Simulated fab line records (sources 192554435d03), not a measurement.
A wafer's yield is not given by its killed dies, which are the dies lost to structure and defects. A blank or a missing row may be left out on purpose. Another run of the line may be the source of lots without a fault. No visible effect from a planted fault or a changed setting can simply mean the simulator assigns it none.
One fault through the eyes of 2 desks	flow n5-finfet	each desk has only its own numbers; what lay behind them comes last

== TOOL OWNER'S DESK, rie-si-01 ==
The tool's own readings at N5_SD_EPI_P_SD_RECESS_17 (chemistry HBr/Cl2/O2, target depth 39.1 nm, bt time 3 s): means of the sampled wafers that have a number, for each lot that ran on this tool. A lot is out of limits, marked OUT, if its mean lies more than 4 standard deviations from the usual mean; the brackets give that distance.
Columns: A = drypump-motor-current-A at N5_SD_EPI_P_SD_RECESS_17, usual 5.81 A; B = oes-product-au at N5_SD_EPI_P_SD_RECESS_17, usual 0.997 a.u.; C = rf-fwd-power-W at N5_SD_EPI_P_SD_RECESS_17, usual 795.3 W; D = throttle-valve-pct at N5_SD_EPI_P_SD_RECESS_17, usual 37.2 %
lot	first seen here	A	B	C	D
L168	day 3 08:14	5.77	1.000	796.4	37.0
L172	day 4 08:44	5.80	0.999	798.7	37.6
L173	day 4 15:13	5.83	0.998	798.8	37.6
L175	day 5 02:31	5.66	0.998	795.4	37.3
L176	day 5 06:33	5.90	1.006	794.8	37.4
L188	day 8 09:34	5.90	1.000	797.6	37.4
Finding of this desk: none of the 6 lots has anything out of limits.

== THE METROLOGY DESK ==
Means of the sampled wafers that have a number, per lot and without regard to the tool the lot ran on: this is what the gauges read. A lot is out of limits, marked OUT, if its mean lies more than 4 standard deviations from the usual mean; the brackets give that distance. Readings shown: 7 out of 12 (the first out of limits, and those lying furthest out on some lot).
Columns: A = CJ_P at N5_BEOL_M4_RC_MEAS_101, usual 5.81; B = IOFF_P at N5_BEOL_M4_RC_MEAS_101, usual 0.20 nA/um; C = ION_N at N5_BEOL_M4_RC_MEAS_101, usual 672 uA/um; D = ION_P at N5_BEOL_M4_RC_MEAS_101, usual 462 uA/um; E = REXT_P at N5_BEOL_M4_RC_MEAS_101, usual 100.4 ohm.um; F = VT_N at N5_BEOL_M4_RC_MEAS_101, usual 251 mV; G = VT_P at N5_BEOL_M4_RC_MEAS_101, usual -251 mV
lot	first seen here	A	B	C	D	E	F	G
L168	day 7 15:10	5.73	0.16	670	454	98.1	252	-257
L171	day 9 00:37	5.72	0.22	671	467	102.6	251	-248
L173	day 9 04:34	5.94	0.20	684	463	104.0	248	-252
L172	day 9 07:14	5.84	0.19	677	463	100.0	251	-255
L175	day 9 10:25	5.20	0.23	688	460	103.4	247	-246
L176	day 9 12:13	4.55 (-7.9) OUT	0.17	667	437	106.1	252	-252
L185	day 12 00:12	5.88	0.15	652	442	97.3	260	-257
L186	day 12 03:19	5.90	0.20	675	461	101.0	250	-252
L188	day 12 19:14	6.03	0.18	672	452	102.7	250	-253
L190	day 13 18:52	5.92	0.20	683	468	96.8	250	-248
This desk reports L176 out of limits; the earliest was L176 at day 9 12:13 (CJ_P at N5_BEOL_M4_RC_MEAS_101). In limits: L168, L171, L173, L172, L175, L185, L186, L188, L190.

== BROUGHT TOGETHER ==
Metrology desk: alarm possible at day 9 12:13 on L176.
The tool owner's desk saw nothing out of limits.
On record at the tool owner's desk: L176, within its limits.
Every lot named ran N5_SD_EPI_P_SD_RECESS_17 on rie-si-01.

== WHAT THE SIMULATOR HAD PUT IN ==
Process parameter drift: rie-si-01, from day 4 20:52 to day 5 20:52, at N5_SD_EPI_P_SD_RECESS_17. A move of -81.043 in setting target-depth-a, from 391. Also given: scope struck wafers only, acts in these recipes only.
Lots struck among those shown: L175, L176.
Hours from the fault's start to each desk's first reading out of limits: the metrology desk, 111.
